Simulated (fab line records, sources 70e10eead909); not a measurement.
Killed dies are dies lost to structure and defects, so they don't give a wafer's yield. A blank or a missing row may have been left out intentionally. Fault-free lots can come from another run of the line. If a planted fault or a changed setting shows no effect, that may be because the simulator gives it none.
What tool caused it? | flow nand harc | 12 lots, 36 wafers sampled, at 4 steps of a route of 1302

## WHAT EACH GAUGE READ, for each wafer
NHARC_A_SOURCE_PLATE_INSPECT_08.
lot  | measured     | on                | raw defect count
L421 | day 9 00:42  | defect inspect-01 | 86 29 117
L424 | day 10 03:52 | defect inspect-01 | 58 75 84
L426 | day 10 22:16 | defect inspect-02 | 75 65 38
L425 | day 10 22:16 | defect inspect-01 | 29 40 37
L428 | day 11 16:22 | defect inspect-02 | 63 46 74
L429 | day 12 11:07 | defect inspect-02 | 82 51 64
L430 | day 12 11:07 | defect inspect-01 | 48 58 37
L431 | day 13 05:26 | defect inspect-02 | 34 74 86
L437 | day 15 21:59 | defect inspect-01 | 44 74 89
L439 | day 16 07:20 | defect inspect-02 | 48 57 52
L440 | day 16 22:59 | defect inspect-01 | 55 108 84
L441 | day 17 14:32 | defect inspect-01 | 98 62 95

NHARC_A_CHANNEL_HOLE_D1_CD_MEAS_10: target cd 100 nm.
lot  | measured     | on        | cd nm (nm)
L421 | day 9 19:25  | cd sem-03 | 99.7 100.0 100.1
L424 | day 10 20:03 | cd sem-01 | 100.8 100.0 100.1
L426 | day 11 17:11 | cd sem-02 | 100.3 99.7 100.4
L425 | day 11 17:34 | cd sem-03 | 100.2 100.1 100.2
L428 | day 12 05:22 | cd sem-03 | 99.6 100.7 100.3
L429 | day 13 05:03 | cd sem-03 | 99.9 99.8 100.2
L430 | day 13 06:01 | cd sem-03 | 100.9 101.7 101.2
L431 | day 14 04:32 | cd sem-03 | 101.4 101.3 101.4
L437 | day 16 16:20 | cd sem-03 | 101.1 101.6 101.3
L439 | day 17 05:45 | cd sem-02 | 100.9 101.1 101.1
L440 | day 17 16:00 | cd sem-01 | 99.9 99.7 99.4
L441 | day 18 10:07 | cd sem-03 | 100.7 100.2 99.9

## WHICH TOOL RAN EACH LOT (tool, then ch and the chambers of the sampled wafers, then the start)
lot  | NHARC_A_ONON_D1_DEP_33          | NHARC_A_CHANNEL_HOLE_D1_EXPOSE_07
L421 | pecvd-04 ch 1,2, day 9 16:00    | arfi scanner-03 ch 0, day 9 19:17
L424 | pecvd-03 ch 0,1,2, day 10 16:59 | arfi scanner-01 ch 0, day 10 19:55
L426 | pecvd-03 ch 1,2, day 11 12:46   | arfi scanner-01 ch 0, day 11 17:03
L425 | pecvd-04 ch 0,2, day 11 12:49   | arfi scanner-02 ch 0, day 11 17:26
L428 | pecvd-03 ch 1,2, day 12 02:13   | arfi scanner-03 ch 0, day 12 05:13
L429 | pecvd-04 ch 1,2, day 13 00:38   | arfi scanner-03 ch 0, day 13 04:55
L430 | pecvd-01 ch 0,2, day 13 00:46   | arfi scanner-03 ch 0, day 13 05:53
L431 | pecvd-03 ch 0,2, day 13 18:43   | arfi scanner-03 ch 0, day 14 04:25
L437 | pecvd-01 ch 0,1,2, day 16 11:23 | arfi scanner-03 ch 0, day 16 16:12
L439 | pecvd-04 ch 0,2, day 16 20:32   | arfi scanner-03 ch 0, day 17 05:37
L440 | pecvd-03 ch 0,1,2, day 17 11:56 | arfi scanner-01 ch 0, day 17 15:52
L441 | pecvd-04 ch 1,2, day 18 03:32   | arfi scanner-01 ch 0, day 18 09:59
- NHARC_A_ONON_D1_DEP_33: deposits SiO2, target thk 200 nm.
- NHARC_A_CHANNEL_HOLE_D1_EXPOSE_07: exposes mask HOLE D1, target cd 100 nm.

## AS READ BY THE TOOLS THEMSELVES (means over the sampled wafers that have a number; for cases with no such wafer, the mark the record gives instead)
NHARC_A_ONON_D1_DEP_33.
lot  | tool     | heater power w (W) | throttle valve pct (%)
L421 | pecvd-04 | 618                | 16.5
L424 | pecvd-03 | 513                | 15.9
L426 | pecvd-03 | 488                | 16.0
L425 | pecvd-04 | 700                | 16.1
L428 | pecvd-03 | 477                | 15.9
L429 | pecvd-04 | 607                | 16.3
L430 | pecvd-01 | 667                | 16.4
L431 | pecvd-03 | 463                | 16.1
L437 | pecvd-01 | 668                | 15.8
L439 | pecvd-04 | 675                | 15.8
L440 | pecvd-03 | 532                | 15.9
L441 | pecvd-04 | 566                | 16.4

NHARC_A_CHANNEL_HOLE_D1_EXPOSE_07.
lot  | tool            | exposure dose mJ cm2
L421 | arfi scanner-03 | 59.65
L424 | arfi scanner-01 | 59.70
L426 | arfi scanner-01 | 59.67
L425 | arfi scanner-02 | 59.69
L428 | arfi scanner-03 | 59.68
L429 | arfi scanner-03 | 59.62
L430 | arfi scanner-03 | 61.99
L431 | arfi scanner-03 | 61.55
L437 | arfi scanner-03 | 61.15
L439 | arfi scanner-03 | 60.78
L440 | arfi scanner-01 | 59.75
L441 | arfi scanner-01 | 59.66

## THE ANSWER, worked out from the rows above alone
Rule: what is usual is taken from the lots themselves. The widest of any qualifying gaps counts: lots, ordered by their means at a reading, are off when they make up no more than a third of the lots, leave a main group of 4 or more, and stand apart from it by 3 or more times the standard deviation of that group's means. A main group whose means are all the same, to the digits that the tables above print for the reading, isn't used. A lot without any number at a reading at which 4 lots or more have one is off too. All remaining lots with rows at the step are treated as sound. First the gauges in route order, then the tools' own readings, where a lot's mean is used as printed above. At the first step where some lot is off, the reading lying furthest off is the one used; lots without a number count as furthest.
Off: L430, L431, L437, L439 (NHARC_A_CHANNEL_HOLE_D1_CD_MEAS_10, cd nm). The main group: mean 100.1 nm, standard deviation 0.2.
If a tool, at a process step before that reading, ran all the lots that are off and no sound lot after the first of them, it fits. The gauges at NHARC_A_CHANNEL_HOLE_D1_CD_MEAS_10 aren't tried: what is off there is off at NHARC_A_CHANNEL_HOLE_D1_EXPOSE_07 too, on other tools, and a gauge's error can't cause that. One candidate fits, namely arfi scanner-03 at NHARC_A_CHANNEL_HOLE_D1_EXPOSE_07. Its last sound lot is L429 (day 13 04:55), its first lot that is off L430 (day 13 05:53): a fault that began between those two fits.
The tool's own readings at NHARC_A_CHANNEL_HOLE_D1_EXPOSE_07 bear it out: on the lots that are off they differ by more than 5 times the standard deviation of the sound lots' means. exposure dose mJ cm2 reads 61.37 there against 59.68 on the sound lots.

## WHAT THE SIMULATOR HAD PUT IN
Process parameters drifting: arfi scanner-03 at NHARC_A_CHANNEL_HOLE_D1_EXPOSE_07, beginning at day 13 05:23. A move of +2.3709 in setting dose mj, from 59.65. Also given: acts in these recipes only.
Lots struck among those shown: L430, L431, L437, L439. The rule above found the same.
